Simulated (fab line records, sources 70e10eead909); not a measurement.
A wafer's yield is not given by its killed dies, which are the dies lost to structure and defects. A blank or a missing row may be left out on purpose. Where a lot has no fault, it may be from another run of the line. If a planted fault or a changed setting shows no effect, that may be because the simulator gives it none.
fab line records ; flow nandHarc
record lots=6; wafers=18; lastDay=24
route steps=1159 shown A_SGD_CUT@751 END@1159
lots with no fault: from the same line, run without faults
startH: hours from the record's opening day to when the first of the lot's shown wafers began ; waitH: hours elapsed since this lot's preceding step ; " identical to the entry in the row above ; L1.1+2: one row covering several wafers at once ; - value missing, or start not given ; * or withheld: withheld ; < > ~ a bound
route shown NAME@n: a module of which the file shows steps, and the number in the route of the first ; usual: the fault-free wafers' mean and standard deviation ; same: alike in all rows ; chamber/n: place in a boat ; sites: per-site readings ; _std_site: how widely they spread, as a standard deviation ; _edge_site: outer sites' mean less inner sites' ; radiusMm: how far each site lies from the wafer's centre ; mask NAME#n: copy n ; behind: the last tool/chamber to shape the wafer ; hold: why the lot was held/for how many hours/how that ended ; device: whichever transistor did not switch (one of n, p or np) ; end of line: the same wafers' tests at the end of the route ; a step with no rows: only its recipe ; killed: at the first sort, the dies lost to defects and structure; wafer yield is something else ; map: a wafer's dies, marking killed ones x, the rest . and places with no die _
set.NAME: the setting that was run; set.NAME@STEP: the one run at that earlier step ; model.NAME: the simulator's own value behind a step, which no gauge read
certain route steps with their lots: each step a table, each wafer a row
services: the hour from which a tool's chamber was out of use, counted from the record's first day as startH (under 0 if before that day), plus the number of hours and why
## steps
# step NHARC_A_SGD_CUT_COAT_57
# recipe tempC=225; timeS=65
# step NHARC_A_SGD_CUT_COAT_03
# recipe spinRpm=1500; resistThkNm=90
# step NHARC_A_SGD_CUT_SOFTBAKE_04
# recipe tempC=105; timeS=55
# step NHARC_A_SGD_CUT_EBR_05
# step NHARC_A_SGD_CUT_EXPOSE_06
# recipe na=1.35; doseMj=85.59; maskId=SGD
# step NHARC_A_SGD_CUT_PEB_07
# recipe pebTempC=100; pebTimeS=65
# step NHARC_A_SGD_CUT_DEVELOP_08
# recipe developTimeS=35; devTempC=23
# step NHARC_A_SGD_CUT_CD_MEAS_09
# recipe targetCdNm=100; landingEnergyEv=500
# usual cdNm=100.3/0.64
lot.wafer;tool;chamber;startH;waitH;cdNm
L526.1;cdSem-01;0;313.83;-;100.7
L526.2;cdSem-01;0;313.83;-;100.4
L526.5;cdSem-01;0;313.83;-;100.1
L527.3;cdSem-01;0;314.19;-;101.3
L527.5;cdSem-01;0;314.19;-;101.1
L527.6;cdSem-01;0;314.19;-;101.2
L533.4;cdSem-03;0;362.63;-;99.4
L533.5;cdSem-03;0;362.63;-;99.8
L533.6;cdSem-03;0;362.63;-;100.8
L531.3;cdSem-02;0;369.19;-;100.4
L531.5;cdSem-02;0;369.19;-;100.1
L531.6;cdSem-02;0;369.19;-;100.8
L544.2;cdSem-03;0;407.02;-;100.2
L544.4;cdSem-03;0;407.02;-;99.5
L544.6;cdSem-03;0;407.02;-;99.1
L543.2;cdSem-03;0;407.59;-;100.0
L543.3;cdSem-03;0;407.59;-;100.3
L543.4;cdSem-03;0;407.59;-;99.4
# step NHARC_A_SGD_CUT_OVL_MEAS_10
# usual overlayXNm=0.3/0.81; overlayYNm=-0.2/0.91
lot.wafer;tool;chamber;startH;waitH;overlayXNm;overlayYNm
L526.1;overlay-02;-;313.92;-;0.8;0.3
L526.2;overlay-02;-;313.92;-;0.5;0.5
L526.5;overlay-02;-;313.92;-;0.3;0.9
L527.3;overlay-02;-;314.27;-;-0.1;-0.9
L527.5;overlay-02;-;314.27;-;0.2;-1.0
L527.6;overlay-02;-;314.27;-;-0.2;-1.2
L533.4;overlay-02;-;362.71;-;-0.5;0.3
L533.5;overlay-02;-;362.71;-;0.0;0.4
L533.6;overlay-02;-;362.71;-;0.0;-0.4
L531.3;overlay-01;-;369.27;-;-0.6;-1.2
L531.5;overlay-01;-;369.27;-;-0.5;-1.1
L531.6;overlay-01;-;369.27;-;0.2;-1.2
L544.2;overlay-01;-;407.10;-;0.0;0.8
L544.4;overlay-01;-;407.10;-;0.6;0.6
L544.6;overlay-01;-;407.10;-;-0.1;0.9
L543.2;overlay-01;-;407.67;-;-1.2;-0.1
L543.3;overlay-01;-;407.67;-;-0.9;-0.1
L543.4;overlay-01;-;407.67;-;-1.2;-0.2
# step NHARC_A_SGD_CUT_INSPECT_11
# usual rawDefectCount=18/10
lot.wafer;tool;chamber;startH;waitH;rawDefectCount
L526.1;defectInspect-01;-;313.96;0.0;19
L526.2;defectInspect-01;-;313.96;0.0;17
L526.5;defectInspect-01;-;313.96;0.0;19
L527.3;defectInspect-01;-;314.31;0.0;7
L527.5;defectInspect-01;-;314.31;0.0;10
L527.6;defectInspect-01;-;314.31;0.0;4
L533.4;defectInspect-02;-;362.74;0.0;6
L533.5;defectInspect-02;-;362.74;0.0;7
L533.6;defectInspect-02;-;362.74;0.0;6
L531.3;defectInspect-02;-;369.32;0.1;22
L531.5;defectInspect-02;-;369.32;0.1;19
L531.6;defectInspect-02;-;369.32;0.1;13
L544.2;defectInspect-02;-;407.14;0.0;36
L544.4;defectInspect-02;-;407.14;0.0;43
L544.6;defectInspect-02;-;407.14;0.0;38
L543.2;defectInspect-01;-;407.71;0.0;23
L543.3;defectInspect-01;-;407.71;0.0;32
L543.4;defectInspect-01;-;407.71;0.0;31
# step NHARC_A_SGD_CUT_DESCUM_14
# recipe timeS=3; o2FlowSccm=200; arFlowSccm=0; biasPowerW=0; chemistry=O2
# usual drypumpMotorCurrentA=5.8/0.41; o2FlowSccm=200.1/0.6; oesProductAu=0.999/0.012; rfVppV=57.7/0.98; showerheadPlenumPTorr=1.90/0.068; throttleValvePct=11.312/0.0091
lot.wafer;tool;chamber;startH;waitH;drypumpMotorCurrentA;o2FlowSccm;oesProductAu;rfHoursCounterH;rfVppV;showerheadPlenumPTorr;throttleValvePct
L526.1;rieDiel-07;2;314.04;0.1;6.1;199.8;1.014;5;58.4;1.85;11.322
L526.2;rieDiel-07;3;314.04;0.1;6.3;200.9;0.991;6;58.2;1.86;11.317
L526.5;rieDiel-07;0;314.04;0.1;5.8;200.5;1.013;-;57.3;1.87;11.321
L527.3;rieDiel-02;3;314.38;0.1;5.5;199.8;0.997;11;57.3;1.97;11.303
L527.5;rieDiel-02;2;314.38;0.1;5.1;199.9;0.999;-;58.9;1.94;11.302
L527.6;rieDiel-02;3;314.38;0.1;5.5;200.0;1.001;-;58.4;1.97;11.317
L533.5;rieDiel-07;1;362.84;0.1;5.8;200.4;1.017;-;56.2;1.78;11.312
L533.6;rieDiel-07;2;362.84;0.1;6.1;201.1;1.009;-;55.1;1.85;11.317
L533.4;rieDiel-07;3;362.84;0.1;6.3;199.6;0.987;-;59.0;1.86;11.317
L531.3;rieDiel-07;0;369.38;0.1;5.8;200.3;1.019;10;57.5;1.87;11.309
L531.6;rieDiel-07;0;369.38;0.1;5.8;199.8;1.008;-;56.2;1.87;11.323
L531.5;rieDiel-07;1;369.38;0.1;5.8;200.9;1.025;-;56.4;1.78;11.301
L544.4;rieDiel-02;0;407.23;0.1;6.0;200.7;0.995;5;58.1;2.02;11.309
L544.2;rieDiel-02;2;407.23;0.1;5.1;199.8;0.990;6;56.0;1.94;11.316
L544.6;rieDiel-02;0;407.23;0.1;6.0;200.7;0.995;-;58.7;2.02;11.314
L543.4;rieDiel-02;2;407.78;0.1;5.2;200.3;0.992;6;57.0;1.94;11.299
L543.2;rieDiel-02;3;407.78;0.1;5.5;200.5;0.998;6;57.9;1.97;11.318
L543.3;rieDiel-02;0;407.78;0.1;5.9;200.5;1.000;5;58.2;2.02;11.321
# step NHARC_A_SGD_CUT_ETCH_58
# recipe targetDepthA=390; overEtchFrac=0.3; timeS=65; ionEnergyEv=80; cf4FlowSccm=150; arFlowSccm=0; rfW=300; biasW=100; chemistry=CF4
# usual drypumpMotorCurrentA=5.8/0.43; oesProductAu=1.000/0.011; rfVppV=151.2/1.1; showerheadPlenumPTorr=1.76/0.058; throttleValvePct=13.283/0.0091
lot.wafer;tool;chamber;startH;waitH;drypumpMotorCurrentA;oesProductAu;rfHoursCounterH;rfVppV;showerheadPlenumPTorr;throttleValvePct
L526.2;rieDiel-07;2;314.11;0.1;6.1;1.008;5;149.5;1.72;13.293
L526.1;rieDiel-07;0;314.11;0.1;5.8;1.023;6;151.8;1.73;13.288
L526.5;rieDiel-07;1;314.11;0.1;5.8;1.011;-;149.8;1.65;13.282
L527.3;rieDiel-02;0;314.46;0.1;6.0;1.004;11;152.5;1.87;13.281
L527.5;rieDiel-02;2;314.46;0.1;5.1;1.008;-;152.8;1.79;13.283
L527.6;rieDiel-02;3;314.46;0.1;5.5;0.993;-;151.7;1.82;13.273
L533.5;rieDiel-07;2;362.93;0.1;6.2;1.000;-;150.1;1.71;13.297
L533.4;rieDiel-07;3;362.93;0.1;6.2;0.990;-;150.7;1.72;13.281
L533.6;rieDiel-07;1;362.93;0.1;5.8;1.016;-;150.9;1.65;13.290
L531.3;rieDiel-07;0;369.49;0.1;5.8;0.997;10;150.4;1.73;13.275
L531.5;rieDiel-07;1;369.49;0.1;5.8;1.009;-;150.0;1.65;13.290
L531.6;rieDiel-07;2;369.49;0.1;6.1;0.999;-;150.6;1.71;13.289
L544.2;rieDiel-02;1;407.32;0.1;6.4;0.996;2;151.1;1.80;13.284
L544.4;rieDiel-02;3;407.32;0.1;5.5;1.007;6;151.4;1.82;13.281
L544.6;rieDiel-02;0;407.32;0.1;6.0;0.990;-;152.7;1.86;13.273
L543.3;rieDiel-02;2;407.89;0.1;5.2;1.003;6;152.5;1.79;13.289
L543.2;rieDiel-02;3;407.89;0.1;5.5;1.006;6;152.1;1.82;13.285
L543.4;rieDiel-02;1;407.89;0.1;6.3;1.004;2;151.1;1.80;13.278
# step NHARC_A_SGD_CUT_ETCH_59
# recipe targetDepthA=2600; overEtchFrac=0.25; timeS=406.25; ionEnergyEv=200; n2FlowSccm=150; h2FlowSccm=150; arFlowSccm=0; rfW=400; biasW=150; chemistry=N2/H2
# usual drypumpMotorCurrentA=5.8/0.42; oesProductAu=0.999/0.011; rfVppV=430.1/2.2; showerheadPlenumPTorr=2.03/0.072; throttleValvePct=14.170/0.0091
lot.wafer;tool;chamber;startH;waitH;drypumpMotorCurrentA;oesProductAu;rfHoursCounterH;rfVppV;showerheadPlenumPTorr;throttleValvePct
L526.1;rieDiel-07;2;314.19;-;6.1;1.001;5;427.0;1.97;14.157
L526.2;rieDiel-07;3;314.19;-;6.3;0.994;6;430.0;1.98;14.173
L526.5;rieDiel-07;2;314.19;-;6.2;1.011;-;429.5;1.97;14.183
L527.3;rieDiel-02;1;314.54;-;6.4;1.002;10;430.3;2.08;14.158
L527.5;rieDiel-02;1;314.54;-;6.4;0.999;-;431.9;2.08;14.188
L527.6;rieDiel-02;2;314.54;-;5.1;1.010;-;430.7;2.07;14.175
L533.5;rieDiel-07;2;363.13;-;6.1;0.849;-;429.1;1.97;14.151
L533.6;rieDiel-07;3;363.13;-;6.3;0.992;-;427.3;1.98;14.163
L533.4;rieDiel-07;1;363.13;-;5.8;1.016;-;424.4;1.89;14.177
L531.3;rieDiel-07;1;369.65;-;5.8;1.020;12;424.5;1.89;14.173
L531.5;rieDiel-07;2;369.65;-;6.1;0.851;-;427.7;1.97;14.173
L531.6;rieDiel-07;3;369.65;-;6.3;0.994;-;430.5;1.98;14.188
L544.4;rieDiel-02;0;407.41;-;5.9;0.990;5;431.7;2.16;14.168
L544.2;rieDiel-02;2;407.41;-;5.2;0.977;6;432.0;2.07;14.172
L544.6;rieDiel-02;0;407.41;-;6.0;0.993;-;433.9;2.16;14.175
L543.2;rieDiel-02;1;408.00;-;6.4;0.989;2;432.2;2.08;14.170
L543.3;rieDiel-02;2;408.00;-;5.2;0.984;6;431.4;2.07;14.191
L543.4;rieDiel-02;3;408.00;-;5.5;0.996;6;431.2;2.10;14.165
# step NHARC_A_SGD_CUT_ETCH_15
# recipe targetDepthA=750; timeS=64.3; ch3fFlowSccm=50; o2FlowSccm=30; arFlowSccm=200; rfW=500; biasW=100; chemistry=CH3F/O2
# usual ch3fFlowSccm=50.01/0.16; drypumpMotorCurrentA=5.8/0.42; o2FlowSccm=29.98/0.099; oesProductAu=0.957/0.02; rfVppV=263.6/1.5; showerheadPlenumPTorr=2.45/0.083; throttleValvePct=20.663/0.0089
lot.wafer;tool;chamber;startH;waitH;ch3fFlowSccm;drypumpMotorCurrentA;o2FlowSccm;oesProductAu;rfHoursCounterH;rfVppV;showerheadPlenumPTorr;throttleValvePct
L526.1;rieDiel-07;1;-;-;49.76;5.8;29.99;0.943;6;262.2;2.29;20.657
L526.2;rieDiel-07;2;-;-;49.97;6.1;30.06;0.926;5;263.7;2.38;20.666
L526.5;rieDiel-07;1;-;-;49.98;5.8;29.87;0.932;-;261.8;2.29;20.653
L527.3;rieDiel-02;3;-;-;50.24;5.5;30.05;0.957;11;264.5;2.53;20.674
L527.6;rieDiel-02;0;-;-;49.83;6.0;30.09;0.993;-;266.4;2.60;20.660
L527.5;rieDiel-02;1;-;-;50.01;6.3;29.99;0.981;-;264.9;2.50;20.664
L533.6;rieDiel-07;1;-;-;50.16;5.8;29.91;0.984;-;262.0;2.29;20.675
L533.4;rieDiel-07;2;-;-;49.86;6.1;29.98;0.966;-;262.5;2.38;20.648
L533.5;rieDiel-07;3;-;-;50.02;6.2;29.87;0.947;-;263.3;2.39;20.653
L531.3;rieDiel-07;0;-;-;50.29;5.8;29.97;0.961;11;262.7;2.40;20.653
L531.6;rieDiel-07;3;-;-;50.09;6.3;29.69;0.962;-;264.1;2.39;20.676
L531.5;rieDiel-07;0;-;-;50.06;5.8;29.98;0.957;-;262.5;2.40;20.675
L544.2;rieDiel-02;0;-;-;50.01;6.0;29.85;0.938;5;265.5;2.59;20.672
L544.4;rieDiel-02;1;-;-;50.16;6.4;29.99;0.953;2;265.0;2.50;20.659
L544.6;rieDiel-02;0;-;-;49.92;6.0;29.82;0.945;-;267.0;2.59;20.668
L543.4;rieDiel-02;2;-;-;50.04;5.1;30.04;0.934;6;264.9;2.49;20.659
L543.2;rieDiel-02;3;-;-;50.02;5.5;29.95;0.946;6;265.2;2.53;20.669
L543.3;rieDiel-02;0;-;-;49.94;5.9;29.81;0.949;6;265.1;2.59;20.668
# step NHARC_END_SORT_01
# recipe tempC=25
# usual killedAtArray=28/9.1; killedAtOther=0.6/0.87; killedAtPeriphery=3.4/2.7; killedDies=32/9; killedOpen=3.2/1.9; killedShort=2.0/1.3
# same grossDies=677
lot.wafer;tool;chamber;startH;waitH;killedAtArray;killedAtOther;killedAtPeriphery;killedDies;killedOpen;killedShort
L526.1;prober-01;0;439.72;2.5;9;2;6;17;3;1
L526.2;prober-01;0;440.51;2.8;18;3;2;23;1;3
L526.5;prober-01;0;442.90;3.7;12;3;2;17;5;1
L527.3;prober-02;0;441.33;3.1;17;0;3;20;1;3
L527.5;prober-02;0;442.92;3.7;28;0;4;32;4;4
L527.6;prober-02;0;443.71;4.0;25;0;10;35;3;3
L533.5;prober-02;0;497.20;3.7;663;0;3;666;1;3
L531.3;prober-02;0;511.48;3.1;38;0;7;45;5;1
L531.5;prober-02;0;513.08;3.7;659;1;3;663;7;1
L531.6;prober-02;0;513.88;4.0;26;1;4;31;0;1
L543.2;prober-02;0;565.38;2.8;31;0;5;36;3;2
L543.3;prober-02;0;566.18;3.1;43;0;0;43;3;5
L543.4;prober-02;0;566.98;3.4;33;3;3;39;3;1
# killed by level:class
L526.1 P_ZERO_WELL:chamberFilmFlake=4 A_CHANNEL_HOLE_D1:chamberFilmFlake=3 A_STAIRCASE:chamberFilmFlake=3 THIN_TSV:chamberFilmFlake=2 P_GATE:geometricParticle:open=1 P_M1:geometricParticle:open=1 A_ONON_D1:geometricParticle:open=1 A_M1:geometricParticle:short=1
L526.2 A_CHANNEL_HOLE_D1:chamberFilmFlake=10 THIN_TSV:chamberFilmFlake=3 A_ZERO_WELL:chamberFilmFlake=2 P_M0:geometricParticle:short=1 A_ONON_D1:geometricParticle:open=1 A_ONON_D1:geometricParticle:short=1 A_SGD_CUT:geometricParticle:short=1 P_ZERO_WELL:chamberFilmFlake=1
L527.3 A_SLIT:chamberFilmFlake=5 A_CHANNEL_HOLE_D1:chamberFilmFlake=4 A_STAIRCASE:chamberFilmFlake=2 A_WL_FILL:chamberFilmFlake=2 A_ONON_D1:geometricParticle:open=1 A_CHANNEL_HOLE_D1:geometricParticle:short=1 A_SGD_CUT:geometricParticle:short=1 A_WL_FILL:geometricParticle:short=1
L526.5 A_CHANNEL_HOLE_D1:chamberFilmFlake=4 THIN_TSV:chamberFilmFlake=3 A_ONON_D1:geometricParticle:open=2 A_CONTACT:geometricParticle:open=2 P_GATE:geometricParticle:short=1 P_CONTACT:geometricParticle:open=1 A_ZERO_WELL:chamberFilmFlake=1 A_STAIRCASE:chamberFilmFlake=1
L527.5 A_SLIT:chamberFilmFlake=9 A_CHANNEL_HOLE_D1:chamberFilmFlake=4 A_STAIRCASE:chamberFilmFlake=4 P_M1:chamberFilmFlake=3 A_ONON_D1:geometricParticle:short=1 A_ONON_D1:geometricParticle:open=1 A_CHANNEL_FILL_D1:geometricParticle:short=1 A_CHANNEL_FILL_D1:geometricParticle:open=1
L527.6 A_SLIT:chamberFilmFlake=13 P_M1:chamberFilmFlake=4 A_WL_FILL:chamberFilmFlake=4 P_STI:chamberFilmFlake=2 A_M0:chamberFilmFlake=2 P_CONTACT:geometricParticle:open=1 P_M0:geometricParticle:open=1 P_M1:geometricParticle:open=1
L533.5 A_SGD_CUT:areaEtch=630 A_SLIT:chamberFilmFlake=12 A_CHANNEL_HOLE_D1:chamberFilmFlake=6 A_WL_FILL:chamberFilmFlake=5 A_CONTACT:chamberFilmFlake=5 P_STI:chamberFilmFlake=2 P_M0:geometricParticle:open=1 A_ONON_D1:geometricParticle:short=1
L531.3 A_SLIT:chamberFilmFlake=16 A_CHANNEL_HOLE_D1:chamberFilmFlake=9 A_STAIRCASE:chamberFilmFlake=6 A_CONTACT:chamberFilmFlake=5 P_M0:geometricParticle:open=2 P_ZERO_WELL:chamberFilmFlake=2 P_M0:geometricParticle:short=1 P_M1:geometricParticle:open=1
L531.5 A_SGD_CUT:areaEtch=623 A_SLIT:chamberFilmFlake=18 A_CHANNEL_HOLE_D1:chamberFilmFlake=9 A_CONTACT:chamberFilmFlake=3 P_CONTACT:geometricParticle:open=2 A_ONON_D1:geometricParticle:open=2 A_CONTACT:geometricParticle:open=2 A_CHANNEL_FILL_D1:geometricParticle:open=1
L531.6 A_SLIT:chamberFilmFlake=15 A_CONTACT:chamberFilmFlake=5 A_CHANNEL_HOLE_D1:chamberFilmFlake=4 P_GATE:chamberFilmFlake=2 A_CONTACT:geometricParticle:short=1 P_ZERO_WELL:chamberFilmFlake=1 P_BONDPAD:chamberFilmFlake=1 A_WL_FILL:chamberFilmFlake=1
L543.2 A_SLIT:chamberFilmFlake=15 A_CHANNEL_HOLE_D1:chamberFilmFlake=7 P_CONTACT:geometricParticle:short=2 P_M1:chamberFilmFlake=2 A_STAIRCASE:chamberFilmFlake=2 A_SGD_CUT:chamberFilmFlake=2 P_CONTACT:geometricParticle:open=1 A_SGD_CUT:geometricParticle:open=1
L543.3 A_CHANNEL_HOLE_D1:chamberFilmFlake=15 A_SLIT:chamberFilmFlake=15 A_CONTACT:geometricParticle:short=2 A_SGD_CUT:chamberFilmFlake=2 A_CHANNEL_HOLE_D1:geometricParticle:open=1 A_CHANNEL_HOLE_D1:geometricParticle:short=1 A_CHANNEL_FILL_D1:geometricParticle:open=1 A_CHANNEL_FILL_D1:geometricParticle:short=1
L543.4 A_SLIT:chamberFilmFlake=17 A_CHANNEL_HOLE_D1:chamberFilmFlake=8 A_SGD_CUT:chamberFilmFlake=4 THIN_TSV:chamberFilmFlake=2 P_CONTACT:geometricParticle:open=1 A_CHANNEL_HOLE_D1:geometricParticle:short=1 A_CONTACT:geometricParticle:open=1 A_BONDPAD:geometricParticle:open=1
# map L531.5 (x killed, . not)
____________x____________
_________xxxxxxx_________
_______xxxxxxxxxxx_______
______xxxxxxxxxxxxx______
_____xxxxxxxxxxxxxxx_____
____xxxxxxxxxxxxxxxxx____
____xxxxxxx.xxxxxxxxx____
___xxxxxxxx.xxxxxxxxxx___
___xxxxxxxxxxxxxxxxxxx___
__xxxxxxxxxxxxxxxxxxxxx__
__xxxxxxxxxxxxxxxxxxx.x__
_xxxxxxxxxxxxxxxxxxxxxxx_
_xxxxxxxxxxxxxxxxxxxxxxx_
_xxxxxxxxxxxxxxxxxxxxxxx_
_xx.xxxxxxxxxxxxxxxxxxxx_
_xxxxxxxxxxxxxxxxxxxxxxx_
xxxxxxxxxxxxxxxxxxxxxxxxx
xxxxxxxxxxxxxxxxxxxxxxxxx
xx.xxxxxxxxxxxxxxxxxxxxx.
xxxxxxxxxxxxxxxxxxxxxxxxx
xx.xxx.xxxxxxxxxxxxxxxxxx
_xxxxxxxxxxxxxxxxxxxxxxx_
_xxxxxxxx.xxxxxxxxxxxxxx_
_xxxxxxxxxxxxxxxxxxxxxxx_
_xxxxxxxxxxxxxxxxxxxxxxx_
_xxxxxxx.xxxxxxxxxxxxxxx_
__xxxxxxxxxxxxxxxxxxxxx__
__xxxxxxxxxxxxxxxxxxxxx__
___xxxxxxxxxxxxxxxxxxx___
___xxxxxxxxxxxxxxxxxx.___
____xxxxxxxxxxxxxxxxx____
____.xxxxxxxxx.xxxxxx____
_____xxxxxxxxxxxxxxx_____
______xxxxxxxxxxxxx______
_______xx.xxxxxxxx_______
_________xxxxxxx_________
____________x____________
# map L533.5 (x killed, . not)
____________x____________
_________xxxxxxx_________
_______xxxxxxxxxxx_______
______xxxxxxxxxxxx.______
_____xxxxxxxxxxxxxxx_____
____xxxxxxxxxxxx.xxx.____
____xxxxxxxxxxxxx.xxx____
___xxxxxxxxxxxxxxxxxxx___
___xxxxxxxxxxx.xxxxxxx___
__xxxxxxxxxxxxxxxxxxxxx__
__xxxxxxxxxxxxxxxxxxxxx__
_xxxxxxxxxxxxxxxxxxxxxxx_
_xxxxxxxxxxxxxxxxxxxxxxx_
_xxxxxxxxxxxxxxxxxxxxxxx_
_xxxxxxxxxxxxxxxxxxxxxxx_
_x.x.xxxxxxxxxxxxxxxxxxx_
xxxxxxxxxxxxxxxxxxxxxxxxx
xxxxxxxxxxxxxxxxxxxxxxxxx
xxxxxxxxxxxxxxxxxxxxxxxxx
xxxxxxxxxxxxx.xxxxxxxxxxx
xxxxxxxxxxxxxxxxxxxxxxxxx
_xxxxxxxx.xxxxxxxxxxxxxx_
_xxxxxxxxxxxxxxxxxxxxxx._
_xxxxxxxxxxxxxxxxxxxxxxx_
_xxxxxxxxxxxxxxxxxxxxxxx_
_xxxxxxxxxxxxxxxxxxxxxxx_
__xxxxxxxxxxxxxxxxxxxxx__
__xxxxxxxxxxxxxxxxxxxxx__
___xxxxxxxxxxxxxxx.xxx___
___xxxxxxxxxxxxxxxxxxx___
____xxxxxxxxxxxxxxxxx____
____xxxxxxxxxxxxxxxxx____
_____xxxxxxxxxxxxxxx_____
______xxxxxxxxxxxxx______
_______xxxxxxxxxxx_______
_________xxxxxxx_________
____________x____________
## services
tool;chamber;startH;hours;kind
rieDiel-02;0;306.72;-;clean
rieDiel-02;1;306.72;-;clean
rieDiel-02;2;306.72;-;clean
rieDiel-02;3;306.72;-;clean
rieDiel-07;0;310.73;-;clean
rieDiel-07;1;310.73;-;clean
rieDiel-07;2;310.73;-;clean
rieDiel-07;3;310.73;-;clean
rieDiel-02;-;327.70;9.0;pm
rieDiel-02;0;327.70;9.0;ventCycle
rieDiel-02;1;327.70;9.0;ventCycle
rieDiel-02;2;327.70;9.0;ventCycle
rieDiel-02;3;327.70;9.0;ventCycle
rieDiel-07;0;335.24;-;clean
rieDiel-07;1;335.24;-;clean
rieDiel-07;2;335.24;-;clean
rieDiel-07;3;335.24;-;clean
rieDiel-02;0;336.70;-;clean
rieDiel-02;1;336.70;-;clean
rieDiel-02;2;336.70;-;clean
rieDiel-07;0;359.57;5.1;repair
rieDiel-02;1;361.99;10.7;repair
rieDiel-02;0;377.88;2.2;repair
rieDiel-07;-;405.23;9.0;pm
## key
firstSign step=NHARC_A_SGD_CUT_ETCH_59; reading=oesProductAu; direction=down; sigmas=13; usual=0.999; struck=0.850
effect step=NHARC_END_SORT_01; reading=killedDies; direction=up; sigmas=70; usual=32; struck=664
moreKillsBornAt NHARC_A_SGD_CUT_ETCH_59@rieDiel-07=1253
metAt NHARC_A_SGD_CUT_ETCH_59
struckWafers L531.5,L533.5
laterRowsLeftOut L531.5,L533.5
testerLeftOut L531,L533
onsetBetween 314.19 363.13
fault kind=processParameterDrift; tool=rieDiel-07; chamber=-; onsetH=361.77; steps=NHARC_A_SGD_CUT_ETCH_59; channel=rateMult; offset=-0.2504; shape=step; endH=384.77; scope=struckWafersOnly
# testerLeftOut: of these lots the tester's yield and bins aren't shown, on N5 and GAA mostly nor the transistor test; their killed dies are dies lost to structure and defects alone, not to doping, threshold or leakage, so they don't give the yield
# laterRowsLeftOut: the simulator's readings of these wafers behind a module that went badly wrong aren't trusted and aren't shown, but for the sort
